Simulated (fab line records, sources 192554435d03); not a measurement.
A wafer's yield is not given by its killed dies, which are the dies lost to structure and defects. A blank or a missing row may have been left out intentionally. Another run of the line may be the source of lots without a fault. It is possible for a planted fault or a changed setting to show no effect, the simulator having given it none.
fab line records + flow n5Finfet
[record]
- lots = 7
- wafers = 39
route steps=1938 shown WELL_APT@48 FIN_SAQP@108 DUMMY_GATE@250 HKMG_FIN@386 MOL_CONTACT_COAG@588 BEOL_M4@1111
startH: the number of hours between the record's first day and the start of the first shown wafer of the lot + waitH: hours from the lot's prior step to this one + " as in the row above + L1.1+2: one row covering several wafers at once + - either no value or no given start + * or withheld: withheld + < > ~ a bound
route shown NAME@n: a module of which the file shows steps, and the number in the route of the first + usual: mean/standard deviation taken from wafers without a fault + same: alike in all rows + chamber/n: place in a boat + sites: readings site by site + _std_site: the values' standard deviation + _edge_site: mean of outer sites minus mean of inner sites + radiusMm: for every site, how far away it sits from the centre of the wafer + mask NAME#n: copy n + behind: the most recent tool/chamber to have shaped the wafer + hold: cause of the lot's hold/its duration in hours/its outcome + device: names the non-switching transistor (n, p or np) + end of line: tests run on the same wafers once the route is complete + for a step that has no rows: nothing shown but its recipe + killed: count of dies lost to structure and defects at first sort (not the wafer's yield) + map: dies across one wafer; x = killed, . = not, _ = none there
set.NAME: the setting that was run; set.NAME@STEP: the one run at that earlier step + model.NAME: the simulator's own value behind a step, which no gauge read
lots run with intentionally changed settings; tables by step, rows by wafer
[[steps]]
[step N5_WELL_APT_IMPLANT_32]
[recipe]
- species = BF2
- energyKev = 50
- doseCm2 = 2e+13
- tiltDeg = 0
- rotationDeg = 0
[step N5_FIN_SAQP_EXPOSE_13]
[recipe]
- maskId = FIN_CORE
- na = 1.35
- sourceShape = dipole
- sigmaInner = 0.538
- sigmaOuter = 0.738
- polarization = te
- targetCdNm = 35.6
- doseMj = 63.25
[step N5_FIN_SAQP_SPACER2_ALD_28]
[recipe]
- material = SiO2
- targetThkA = 81
- tempC = 300
- aldPrecursorFamily = BDEAS
- aldCoReactant = O2-plasma
- pulseTimeS = 1
- purgeTimeS = 2
- coReactantPurgeTimeS = 2
- pressureTorr = 2
[step N5_DUMMY_GATE_ETCH_42]
[recipe]
- chemistry = CHF3/O2
- target = SiO2
- targetDepthA = 35
- timeS = 31
- ionEnergyEv = 30
- biasW = 12
- pressureMtorr = 30
- sourceW = 600
- Ar_flow_sccm = 200
- CHF3_flow_sccm = 50
- O2_flow_sccm = 5
[step N5_HKMG_FIN_HK_ALD_01]
[recipe]
- material = HfO2
- targetThkA = 16
- tempC = withheld
- aldPrecursorFamily = HfCl4
- aldCoReactant = H2O
- pulseTimeS = 3
- purgeTimeS = 3
- coReactantPurgeTimeS = 2.5
- coReactantPulseTimeS = 0.3
- aldCycles = 30
[step N5_HKMG_FIN_ALD_91]
[recipe]
- material = TiN
- targetThkA = 10
- tempC = 400
- aldPrecursorFamily = TiCl4
- aldCoReactant = NH3
- pulseTimeS = 1
- purgeTimeS = 3
- coReactantPurgeTimeS = 2
- coReactantPulseTimeS = 2
- aldCycles = 47
- pressureTorr = 3
[step N5_MOL_CONTACT_COAG_ETCH_47]
[recipe]
- chemistry = CH3F/O2
- target = SiNx
- targetDepthA = 270
- maskMaterial = SiO2
- stopOn = W
- overEtchFrac = 0.2
- ionEnergyEv = 120
- endpoint = OES-CN
- pressureMtorr = 30
- sourceW = 395
- biasW = 73
- Ar_flow_sccm = 150
- CH3F_flow_sccm = 30
- O2_flow_sccm = 20
- ends = endPoint
[step N5_BEOL_M4_RC_MEAS_101]
[usual]
- CJ_N = 4.34/0.092
- EOT_N = 10.53/0.099
- EOT_P = 10.47/0.095
- IGATE_N = 0.0128/0.0019
- IGATE_P = 0.0038/0.00055
- IOFF_N_LONG = 5.54e-05/2.4e-06
- RS_PWELL = 3012/22
- VT_N_LONG = 274.7/2
| lot.wafer | tool      | chamber | startH | waitH | set.energyKev@WELL_APT_IMPLANT_32 | set.doseMj@FIN_SAQP_EXPOSE_13 | set.tempC@FIN_SAQP_SPACER2_ALD_28 | set.biasW@DUMMY_GATE_ETCH_42 | set.aldCycles@HKMG_FIN_HK_ALD_01 | set.tempC@HKMG_FIN_ALD_91 | set.overEtchFrac@MOL_CONTACT_COAG_ETCH_47 | CJ_N | EOT_N | EOT_P | IGATE_N[nA/um] | IGATE_P[nA/um] | IOFF_N_LONG[nA/um] | RS_PWELL[ohm/sq] | VT_N_LONG[mV] |
|-----------|-----------|---------|--------|-------|-----------------------------------|-------------------------------|-----------------------------------|------------------------------|----------------------------------|---------------------------|-------------------------------------------|------|-------|-------|----------------|----------------|--------------------|------------------|---------------|
| L080.1    | prober-01 | 0       | 210.18 | 0.0   | 44                                | 63.25                         | 287.4                             | 9.885                        | 30                               | 400                       | 0.2                                       | 4.73 | 10.64 | 10.42 | 0.0110         | 0.0032         | 5.45e-05           | 3068             | 275.0         |
| L080.2    | "         | 0       | "      | "     | 50                                | 63.25                         | 300                               | 12                           | 30                               | 400                       | 0.2                                       | 4.36 | 10.50 | 10.37 | 0.0134         | 0.0040         | 5.16e-05           | 3031             | 274.0         |
| L080.3    | "         | 0       | "      | "     | 50                                | 63.25                         | 287.4                             | 9.885                        | 30                               | 400                       | 0.2                                       | 4.40 | 10.32 | 10.24 | 0.0176         | 0.0052         | 5.23e-05           | 3030             | 275.0         |
| L080.4    | "         | 0       | "      | "     | 44                                | 63.25                         | 287.4                             | 12                           | 30                               | 400                       | 0.2                                       | 4.87 | 10.51 | 10.40 | 0.0149         | 0.0044         | 5.59e-05           | 3077             | 272.8         |
| L080.5    | "         | 0       | "      | "     | 50                                | 63.25                         | 300                               | 12                           | 30                               | 400                       | 0.2                                       | 4.41 | 10.31 | 10.29 | 0.0172         | 0.0051         | 5.22e-05           | 3030             | 277.0         |
| L080.6    | "         | 0       | "      | "     | 44                                | 63.25                         | 300                               | 9.885                        | 30                               | 400                       | 0.2                                       | 4.69 | 10.49 | 10.36 | 0.0164         | 0.0049         | 5.43e-05           | 3071             | 277.5         |
| L082.1    | prober-01 | 0       | 228.01 | 0.0   | 50                                | 63.25                         | 300                               | 10.65                        | 30                               | 411                       | 0.2                                       | 4.50 | 10.42 | 10.44 | 0.0123         | 0.0037         | 5.02e-05           | 3035             | 280.4         |
| L082.2    | "         | 0       | "      | "     | 42.13                             | 63.25                         | 300                               | 10.65                        | 26                               | 400                       | 0.1933                                    | 4.94 | 10.00 | 10.05 | 0.0582         | 0.0171         | 5.97e-05           | 3126             | 275.5         |
| L082.3    | "         | 0       | "      | "     | 50                                | 63.25                         | 300                               | 12                           | 26                               | 411                       | 0.1933                                    | 4.30 | 10.10 | 10.16 | 0.0486         | 0.0145         | 4.89e-05           | 3037             | 281.9         |
| L082.4    | "         | 0       | "      | "     | 50                                | 63.25                         | 300                               | 12                           | 30                               | 400                       | 0.1933                                    | 4.45 | 10.61 | 10.67 | 0.0103         | 0.0031         | 5.56e-05           | 3020             | 276.6         |
| L082.5    | "         | 0       | "      | "     | 42.13                             | 63.25                         | 300                               | 10.65                        | 30                               | 400                       | 0.2                                       | 4.99 | 10.35 | 10.39 | 0.0147         | 0.0044         | 6.03e-05           | 3098             | 274.1         |
| L082.6    | "         | 0       | "      | "     | 42.13                             | 63.25                         | 300                               | 12                           | 26                               | 411                       | 0.2                                       | 4.87 | 10.01 | 10.08 | 0.0517         | 0.0156         | 5.4e-05            | 3087             | 278.4         |
| L086.3    | prober-01 | 0       | 251.08 | 0.3   | 50                                | 63.25                         | 300                               | 12                           | 30                               | 400                       | 0.2                                       | 4.42 | 10.48 | 10.43 | 0.0151         | 0.0045         | 5.64e-05           | 2968             | 272.5         |
| L086.5    | "         | 0       | "      | "     | 50                                | 63.25                         | 300                               | 12                           | 30                               | 400                       | 0.2                                       | 4.22 | 10.62 | 10.57 | 0.0090         | 0.0027         | 5.61e-05           | 2989             | 272.3         |
| L086.6    | "         | 0       | "      | "     | 50                                | 63.25                         | 300                               | 12                           | 30                               | 400                       | 0.2                                       | 4.40 | 10.41 | 10.45 | 0.0150         | 0.0044         | 5.71e-05           | 2996             | 275.5         |
| L089.1    | prober-01 | 0       | 259.67 | 0.0   | 53.9                              | 63.25                         | 286.9                             | 12                           | 30                               | 400                       | 0.2137                                    | 4.08 | 10.56 | 10.43 | 0.0139         | 0.0040         | 5.48e-05           | 2934             | 273.4         |
| L089.2    | "         | 0       | "      | "     | 50                                | 63.25                         | 300                               | 12                           | 30                               | 400                       | 0.2                                       | 4.42 | 10.54 | 10.49 | 0.0117         | 0.0034         | 5.82e-05           | 2991             | 273.0         |
| L089.3    | "         | 0       | "      | "     | 50                                | 63.25                         | 286.9                             | 12                           | 30                               | 395.1                     | 0.2                                       | 4.38 | 10.45 | 10.48 | 0.0129         | 0.0038         | 6.02e-05           | 2998             | 272.5         |
| L089.4    | "         | 0       | "      | "     | 53.9                              | 63.25                         | 300                               | 12                           | 30                               | 395.1                     | 0.2137                                    | 4.03 | 10.50 | 10.61 | 0.0125         | 0.0037         | 5.77e-05           | 2937             | 270.9         |
| L089.5    | "         | 0       | "      | "     | 53.9                              | 63.25                         | 300                               | 12                           | 30                               | 395.1                     | 0.2                                       | 3.98 | 10.51 | 10.50 | 0.0141         | 0.0041         | 5.64e-05           | 2970             | 270.3         |
| L089.6    | "         | 0       | "      | "     | 50                                | 63.25                         | 286.9                             | 12                           | 30                               | 400                       | 0.2137                                    | 4.41 | 10.43 | 10.52 | 0.0137         | 0.0040         | 5.7e-05            | 3002             | 274.0         |
| L096.1    | prober-02 | 0       | 301.01 | 0.0   | 52.04                             | 63.25                         | 294.5                             | 12                           | 30                               | 400                       | 0.2                                       | 4.30 | 10.50 | 10.46 | 0.0132         | 0.0040         | 5.86e-05           | 2957             | 274.8         |
| L096.2    | "         | 0       | "      | "     | 50                                | 63.25                         | 300                               | 12                           | 30                               | 400                       | 0.2                                       | 4.31 | 10.48 | 10.44 | 0.0122         | 0.0036         | 5.82e-05           | 2999             | 273.3         |
| L096.3    | "         | 0       | "      | "     | 50                                | 63.25                         | 294.5                             | 12                           | 26                               | 400                       | 0.2                                       | 4.24 | 10.03 | 9.90  | 0.0632         | 0.0191         | 5.88e-05           | 3003             | 274.1         |
| L096.4    | "         | 0       | "      | "     | 52.04                             | 63.25                         | 300                               | 12                           | 26                               | 400                       | 0.2089                                    | 4.28 | 10.17 | 10.03 | 0.0492         | 0.0148         | 5.85e-05           | 2965             | 275.2         |
| L096.5    | "         | 0       | "      | "     | 50                                | 63.25                         | 294.5                             | 12                           | 30                               | 400                       | 0.2089                                    | 4.26 | 10.53 | 10.42 | 0.0130         | 0.0040         | 5.81e-05           | 2964             | 275.3         |
| L096.6    | "         | 0       | "      | "     | 52.04                             | 63.25                         | 300                               | 12                           | 26                               | 400                       | 0.2089                                    | 4.27 | 10.08 | 10.03 | 0.0555         | 0.0166         | 5.88e-05           | 2946             | 273.3         |
| L097.1    | prober-02 | 0       | 310.03 | 0.0   | 57.86                             | 63.25                         | 300                               | 12.76                        | 30                               | 415.1                     | 0.2066                                    | 3.78 | 10.40 | 10.48 | 0.0117         | 0.0036         | 4.66e-05           | 2914             | 278.7         |
| L097.2    | "         | 0       | "      | "     | 50                                | 59.92                         | 300                               | 12                           | 30                               | 400                       | 0.2                                       | 4.30 | 10.39 | 10.35 | 0.0130         | 0.0040         | 5.75e-05           | 3051             | 272.5         |
| L097.3    | "         | 0       | "      | "     | 50                                | 63.25                         | 300                               | 12                           | 32                               | 415.1                     | 0.2                                       | 4.42 | 10.66 | 10.59 | 0.0072         | 0.0022         | 4.95e-05           | 3036             | 278.0         |
| L097.4    | "         | 0       | "      | "     | 50                                | 59.92                         | 300                               | 12.76                        | 30                               | 415.1                     | 0.2                                       | 4.42 | 10.57 | 10.45 | 0.0111         | 0.0034         | 5.1e-05            | 3035             | 277.6         |
| L097.5    | "         | 0       | "      | "     | 57.86                             | 63.25                         | 300                               | 12                           | 32                               | 400                       | 0.2066                                    | 3.89 | 11.01 | 10.79 | 0.0045         | 0.0014         | 5.47e-05           | 2930             | 273.7         |
| L097.6    | "         | 0       | "      | "     | 57.86                             | 59.92                         | 300                               | 12.76                        | 32                               | 400                       | 0.2066                                    | 3.84 | 10.71 | 10.75 | 0.0057         | 0.0017         | 5.5e-05            | 2905             | 272.2         |
| L091.1    | prober-01 | 0       | 320.15 | 0.0   | 45.79                             | 66.28                         | 300                               | 10.69                        | 30                               | 387.2                     | 0.1935                                    | 4.58 | 10.53 | 10.53 | 0.0128         | 0.0037         | 6.79e-05           | 3057             | 266.4         |
| L091.2    | "         | 0       | "      | "     | 45.79                             | 63.25                         | 300                               | 12                           | 30                               | 400                       | 0.1935                                    | 4.70 | 10.51 | 10.33 | 0.0149         | 0.0044         | 5.98e-05           | 3053             | 273.0         |
| L091.3    | "         | 0       | "      | "     | 50                                | 63.25                         | 300                               | 10.69                        | 30                               | 387.2                     | 0.2                                       | 4.24 | 10.39 | 10.40 | 0.0147         | 0.0042         | 6.53e-05           | 3000             | 269.3         |
| L091.4    | "         | 0       | "      | "     | 50                                | 66.28                         | 300                               | 10.69                        | 28                               | 400                       | 0.2                                       | 4.40 | 10.29 | 10.27 | 0.0308         | 0.0090         | 5.86e-05           | 3010             | 272.6         |
| L091.5    | "         | 0       | "      | "     | 45.79                             | 66.28                         | 300                               | 12                           | 28                               | 400                       | 0.2                                       | 4.62 | 10.44 | 10.29 | 0.0260         | 0.0077         | 5.82e-05           | 3068             | 273.1         |
| L091.6    | "         | 0       | "      | "     | 50                                | 63.25                         | 300                               | 12                           | 28                               | 387.2                     | 0.1935                                    | 4.40 | 10.30 | 10.22 | 0.0318         | 0.0092         | 6.71e-05           | 3001             | 265.5         |
[[key]]
[split]
- step = N5_WELL_APT_IMPLANT_32
- setting = energyKev
- statedAs = 50
[response]
- step = N5_BEOL_M4_RC_MEAS_101
- reading = CJ_N
- slope = -0.0339
- per = 1%
- togetherWith = all
- explained = 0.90
[response]
- step = N5_BEOL_M4_RC_MEAS_101
- reading = RS_PWELL
- slope = -5.41
- per = 1%
- togetherWith = all
- explained = 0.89
[response]
- step = N5_BEOL_M4_RC_MEAS_101
- reading = IOFF_N_LONG
- slope = -2.3e-07
- per = 1%
- togetherWith = all
- explained = 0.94
[split]
- step = N5_FIN_SAQP_EXPOSE_13
- setting = doseMj
- statedAs = 63.25
response none clear
[split]
- step = N5_FIN_SAQP_SPACER2_ALD_28
- setting = tempC
- statedAs = 300
response none clear
[split]
- step = N5_DUMMY_GATE_ETCH_42
- setting = biasW
- statedAs = 12
response none clear
[split]
- step = N5_HKMG_FIN_HK_ALD_01
- setting = aldCycles
- statedAs = 30
[response]
- step = N5_BEOL_M4_RC_MEAS_101
- reading = IGATE_P
- slope = -0.000871
- per = 1%
- togetherWith = all
- explained = 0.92
[response]
- step = N5_BEOL_M4_RC_MEAS_101
- reading = IGATE_N
- slope = -0.00291
- per = 1%
- togetherWith = all
- explained = 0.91
[response]
- step = N5_BEOL_M4_RC_MEAS_101
- reading = EOT_P
- slope = +0.0314
- per = 1%
- togetherWith = all
- explained = 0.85
[response]
- step = N5_BEOL_M4_RC_MEAS_101
- reading = EOT_N
- slope = +0.0319
- per = 1%
- togetherWith = all
- explained = 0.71
[split]
- step = N5_HKMG_FIN_ALD_91
- setting = tempC
- statedAs = 400
[response]
- step = N5_BEOL_M4_RC_MEAS_101
- reading = IOFF_N_LONG
- slope = -2.28e-06
- per = 1%
- togetherWith = all
- explained = 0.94
[response]
- step = N5_BEOL_M4_RC_MEAS_101
- reading = VT_N_LONG
- slope = +1.74
- per = 1%
- togetherWith = all
- explained = 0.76
[split]
- step = N5_MOL_CONTACT_COAG_ETCH_47
- setting = overEtchFrac
- statedAs = 0.2
response none clear
